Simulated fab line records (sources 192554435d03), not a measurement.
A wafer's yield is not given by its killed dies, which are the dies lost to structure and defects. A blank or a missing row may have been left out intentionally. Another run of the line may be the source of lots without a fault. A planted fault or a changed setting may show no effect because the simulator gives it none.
Comparing a struck lot with a sound one    flow n5_finfet    26 out of 1938 route steps
Sound: wafers L572.1, L572.5, L572.6. Struck: wafers L562.3, L562.4, L562.5. The cause is given at the end.
Per side, at each step with rows, come the tool, then ch with its chambers, and then its first start. Under that, the readings that differ: sound wafers    struck wafers    difference of the means    sigmas: that difference in standard deviations of wafers without a fault.
alike: same words and numbers on both sides, and readings whose means sit less than 2 such deviations apart. not compared: any withheld reading, any reading some wafer has no value for, any bound like >300 that may hide the same value, and any number with overlapping values for which the record gives no deviation.
The two part at a step that has a row with sigmas, a row that says differs or no value, or rows on one side only. Numbers that have no deviation but don't overlap get no sigmas and don't part them. A reading that every wafer of one side lacks parts them only if that side has two wafers or more.

first, 8 steps without rows for these wafers: N5_BEOL_M4_PRE_CLEAN_60 (time 15 s); N5_BEOL_M4_CO_CAP_55 (material Co, precursor CCTBA/H2, target thk 2 nm, time 102.1 s); N5_BEOL_M4_PRE_CLEAN_56 (time 15 s); N5_BEOL_M4_DEP_57 (deposits SiCN from 3MS/NH3, target thk 8 nm, time 14 s); N5_BEOL_M5_ILD_DEP_00 (deposits SiCOH lowk from DEMS/porogen, target thk 140.64 nm, time 25.9 s); N5_BEOL_M5_CURE_79 (cures SiCOH lowk, time 240 s); N5_BEOL_M5_PECVD_70 (deposits SiO2 from TEOS/O2, target thk 16 nm, time 18 s); N5_BEOL_M5_HM_DEP_02 (deposits TiN, target thk 20 nm).
N5_BEOL_M5_COAT_59: time 60 s, resist thk 60 nm.
  sound on litho_track-04 ch 0, day 14 02:04; struck on litho_track-04 ch 0, day 11 04:37
reading                                   sound                 struck                difference  sigmas
spin_speed_rpm (rpm)                      1499.2 1500.9 1499.1  1698.9 1696.8 1698.5  +198.3      +99 or more
model.SOC_of_BEOL_M5_COAT_59.thk_nm (nm)  60.4 60.2 60.2        56.6 56.6 56.4        -3.7        
then, 11 steps without rows for these wafers: N5_BEOL_M5_COAT_60 (time 60 s, resist thk 12 nm); N5_BEOL_M5_COAT_71 (time 60 s, resist thk 5 nm); N5_BEOL_M5_COAT_05 (resist thk 30 nm); N5_BEOL_M5_EBR_07; N5_BEOL_M5_SOFTBAKE_06 (time 60 s); N5_BEOL_M5_EXPOSE_08 (exposes mask M5, target cd 28 nm); N5_BEOL_M5_PEB_09 (peb time 60 s); N5_BEOL_M5_DEVELOP_10 (develop time 30 s); N5_BEOL_M5_DESCUM_16 (chemistry O2, time 7 s); N5_BEOL_M5_ETCH_72 (etches underlayer in N2/H2, target depth 6.5 nm, time 5.2 s); N5_BEOL_M5_ETCH_61 (etches SiARC in CF4, target depth 15.6 nm, time 26 s).
N5_BEOL_M5_ETCH_62: etches SOC in N2/H2, target depth 75 nm, overetch 15 nm, time 112.5 s.
  sound on rie_diel-03 ch 0,1, day 14 02:40; struck on rie_diel-01 ch 1,2, day 11 06:52
reading                   sound              struck             difference  sigmas
model.etch.depth_nm (nm)  60.37 60.18 60.18  56.58 56.62 56.49  -3.68       
  alike: drypump_motor_current_A, h2_flow_sccm, n2_flow_sccm, oes_product_au, rf_vpp_V, showerhead_plenum_p_Torr, throttle_valve_pct
  not compared: rf_hours_counter_h
then, 3 steps without rows for these wafers: N5_BEOL_M5_STRIP_63 (strips in N2/H2); N5_BEOL_M5_STRIP_73 (strips in N2/H2); N5_BEOL_M5_STRIP_64 (strips in CF4).
N5_BEOL_M5_HM_OPEN_17: chemistry Cl2/BCl3, target TiN, target depth 20 nm, overetch 6 nm.
  sound on rie_metal-01 ch 0,1, day 14 02:50; struck on rie_metal-03 ch 0,1, day 11 07:04
reading                                   sound         struck          difference  sigmas
model.SOC_of_BEOL_M5_COAT_59.thk_nm (nm)  52.2 52 51.8  48.4 48.8 48.6  -3.4        
  alike: drypump_motor_current_A, oes_product_au, throttle_valve_pct
  not compared: rf_hours_counter_h
then, 1 step without rows for these wafers: N5_BEOL_M5_STRIP_19 (strips in O2).

WHERE THEY PART
At N5_BEOL_M5_COAT_59 and nowhere else, as far as this record goes. Later steps at which nothing parts them and some readings are alike: N5_BEOL_M5_ETCH_62, N5_BEOL_M5_HM_OPEN_17.

WHY: what had been put in by the simulator
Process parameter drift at N5_BEOL_M5_COAT_59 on litho_track-04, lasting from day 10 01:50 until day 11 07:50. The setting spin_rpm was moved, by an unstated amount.
